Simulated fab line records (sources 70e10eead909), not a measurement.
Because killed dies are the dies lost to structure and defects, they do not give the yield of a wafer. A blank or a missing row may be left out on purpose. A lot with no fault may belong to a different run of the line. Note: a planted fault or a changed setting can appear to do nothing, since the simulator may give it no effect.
Chamber matching | flow nand_harc | 4 sister chambers for NHARC_A_CHANNEL_FILL_D1_ALD_25 on ald_hk-04
The step deposits SiOx, target thk 60 nm, pulse time 10 s, ald cycles 600. 16 wafers are shown with their chamber, then 8 later ones without.

== WAFERS PAIRED WITH THEIR CHAMBERS ==
wafer  | chamber | heater_power_w (W) | susceptor_temp_C (C) | precursor_pulse_height_rel
L076.1 | 1       | 516                | 299.97               | 1.002
L076.3 | 2       | 466                | 299.90               | 1.005
L076.4 | 0       | 426                | 299.82               | 0.985
L078.4 | 1       | 508                | 299.83               | 0.984
L078.1 | 3       | 463                | 300.28               | 1.014
L078.5 | 1       | 507                | 300.03               | 0.988
L082.2 | 1       | 507                | 300.09               | 1.009
L082.4 | 2       | 469                | 300.00               | 0.979
L082.6 | 1       | 502                | 299.65               | 0.998
L083.3 | 2       | 466                | 299.82               | 1.016
L083.5 | 1       | 521                | 300.14               | 0.966
L083.6 | 2       | 457                | 299.93               | 0.992
L086.2 | 2       | 467                | 299.63               | 0.995
L086.4 | 0       | 434                | 300.18               | 0.958
L086.6 | 3       | 480                | 300.18               | 0.992
L091.1 | 1       | 518                | 300.14               | 1.001

SIGNATURES, as means of the wafers listed above
reading                    | chamber 0 | chamber 1 | chamber 2 | chamber 3 | scatter within a chamber
heater_power_w             | 430.00    | 511.29    | 465.00    | 471.50    | 6.82
susceptor_temp_C           | 300.0000  | 299.9786  | 299.8560  | 300.2300  | 0.17
precursor_pulse_height_rel | 0.97150   | 0.99257   | 0.99740   | 1.00300   | 0.0148
Rule: a wafer's distance from a chamber is the root of the sum, over the readings, of the square of ((its reading less the chamber's mean) divided by the reading's scatter). The wafer belongs to the nearest chamber; if the next one is less than 2 further off, it can't be placed. The scatter: the root of (the sum of the squares of (reading less its chamber's mean) over the shown wafers, divided by (wafers less chambers)).

== WAFERS WITHOUT THEIR CHAMBER ==
wafer  | heater_power_w (W) | susceptor_temp_C (C) | precursor_pulse_height_rel
L091.3 | 471                | 300.04               | 1.028
L091.4 | 462                | 300.10               | 1.014
L093.2 | 436                | 299.78               | 1.017
L093.1 | 500                | 299.78               | 0.959
L093.5 | 462                | 299.82               | 0.957
L097.3 | 502                | 299.94               | 1.012
L097.4 | 449                | 300.05               | 1.028
L097.6 | 502                | 300.37               | 1.003

== THE CHAMBER EACH PASSED THROUGH ==
wafer  | from the rows above          | in truth
L091.3 | can't be placed: 3 or 2      | 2
L091.4 | can't be placed: 3 or 2      | 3
L093.2 | can't be placed: 0 or 2      | 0
L093.1 | 1                            | 1
L093.5 | can't be placed: 2 or 3      | 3
L097.3 | 1                            | 1
L097.4 | can't be placed: 2 or 3 or 0 | 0
L097.6 | can't be placed: 1 or 3      | 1
Correct placement for 2 of the 8. Cannot be placed on the basis of these rows: 6; the candidates contain the true chamber in 6. Number placed wrongly: 0.
